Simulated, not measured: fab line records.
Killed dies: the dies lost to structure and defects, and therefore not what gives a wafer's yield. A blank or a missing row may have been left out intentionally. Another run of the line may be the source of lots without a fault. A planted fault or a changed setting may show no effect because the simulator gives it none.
Which tool did it? | flow n5Finfet | route of 1938 steps, sampled at 1 step: 11 lots, 31 wafers

WHAT THE GAUGES READ, wafer by wafer
N5_MIM_TOP_LITHO_OVL_MEAS_11.
lot  | measured     | on         | MIM_TOP_OVL (nm)
L204 | day 12 11:31 | overlay-02 | -7 -9 -9
L208 | day 13 10:28 | overlay-01 | -7 3 -6
L212 | day 14 02:29 | overlay-02 | -4 -5 -12
L217 | day 15 16:58 | overlay-01 | 1 -6 -7
L216 | day 15 21:40 | overlay-02 | -10 -8 -4
L218 | day 15 22:12 | overlay-02 | -1 -7 4
L220 | day 16 10:48 | overlay-02 | -3 -8 0
L221 | day 16 16:25 | overlay-02 | -3 -8
L223 | day 17 04:15 | overlay-01 | -7 -3 -10
L222 | day 17 05:14 | overlay-02 | -3 5
L226 | day 17 19:48 | overlay-01 | -5 -6 5

EACH LOT AND THE TOOL THAT RAN IT (in order: tool; ch and the chambers of the sampled wafers; start)
Before these readings, the record contains no process step.

THE ANSWER, worked out from the rows above alone
Rule: usual is defined by the lots themselves. The widest of any qualifying gaps counts: lots, ordered by their means at a reading, are off when they make up no more than a third of the lots, leave a main group of 4 or more, and stand apart from it by 3 or more times the standard deviation of that group's means. The tables above print the reading to a certain number of digits; a main group whose means all agree to those digits is not used. Also off: a lot with no number at a reading for which 4 or more lots have one. Where the step has rows for the other lots, those lots are counted as sound.
No lot is off on any of the readings shown, so nothing can be concluded from this.

WHAT WAS PUT IN BY THE SIMULATOR
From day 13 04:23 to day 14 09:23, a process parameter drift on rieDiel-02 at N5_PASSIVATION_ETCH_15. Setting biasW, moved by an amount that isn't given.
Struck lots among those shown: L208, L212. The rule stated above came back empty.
